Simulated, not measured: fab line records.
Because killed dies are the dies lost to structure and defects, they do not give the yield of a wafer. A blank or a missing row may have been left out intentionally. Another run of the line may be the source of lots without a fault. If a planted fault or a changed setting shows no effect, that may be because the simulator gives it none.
Chamber matching :: flow n5_finfet :: 3 sister chambers for N5_BEOL_M1_ILD_DEP_00 on pecvd-03
The step deposits SiOC from DEMS/O2, target thk 79 nm, time 15.3 s. 6 wafers are shown with their chamber, then 10 later ones without.

## WAFERS, EACH WITH ITS CHAMBER
wafer: L083.5
chamber: 2
throttle_valve_pct (%): 10.7
heater_power_w (W): 598

wafer: L084.1
chamber: 0
throttle_valve_pct (%): 12.0
heater_power_w (W): 591

wafer: L084.5
chamber: 1
throttle_valve_pct (%): 12.8
heater_power_w (W): 477

wafer: L084.6
chamber: 2
throttle_valve_pct (%): 10.6
heater_power_w (W): 608

wafer: L086.1
chamber: 1
throttle_valve_pct (%): 12.5
heater_power_w (W): 495

wafer: L086.3
chamber: 0
throttle_valve_pct (%): 11.8
heater_power_w (W): 587

## WAFERS MISSING THEIR CHAMBER
wafer: L086.5
throttle_valve_pct (%): 11.8
heater_power_w (W): 599

wafer: L094.2
throttle_valve_pct (%): 12.0
heater_power_w (W): 575

wafer: L094.3
throttle_valve_pct (%): 10.5
heater_power_w (W): 635

wafer: L094.5
throttle_valve_pct (%): 10.7
heater_power_w (W): 510

wafer: L096.2
throttle_valve_pct (%): 10.6
heater_power_w (W): 573

wafer: L096.4
throttle_valve_pct (%): 12.7
heater_power_w (W): 508

wafer: L096.5
throttle_valve_pct (%): 10.8
heater_power_w (W): 580

wafer: L097.3
throttle_valve_pct (%): 10.6
heater_power_w (W): 577

wafer: L097.5
throttle_valve_pct (%): 12.0
heater_power_w (W): 602

wafer: L097.6
throttle_valve_pct (%): 10.6
heater_power_w (W): 603

## THE CHAMBER EACH PASSED THROUGH
wafer: L086.5
from the rows above: 0
in truth: 0

wafer: L094.2
from the rows above: 0
in truth: 0

wafer: L094.3
from the rows above: 2
in truth: 2

wafer: L094.5
from the rows above: can't be placed: 2 or 0
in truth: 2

wafer: L096.2
from the rows above: 2
in truth: 2

wafer: L096.4
from the rows above: 1
in truth: 1

wafer: L096.5
from the rows above: 2
in truth: 2

wafer: L097.3
from the rows above: 2
in truth: 2

wafer: L097.5
from the rows above: 0
in truth: 0

wafer: L097.6
from the rows above: 2
in truth: 2
9 of 10 placed correctly. Can't be placed from these rows: 1 (the true chamber is among the candidates in 1). Number placed wrongly: 0.
How it was worked out, from the rows above alone: a wafer's distance from a chamber is the root of the sum, over the readings, of the square of ((its reading less the chamber's mean) divided by the reading's scatter). The wafer belongs to the nearest chamber; if the next one is less than 2 further off, it can't be placed. A chamber's mean is the mean of its shown wafers. How the scatter is found: for the shown wafers, subtract from each reading the mean of its chamber, square and add these, divide the total by (wafers less chambers), then take the root.
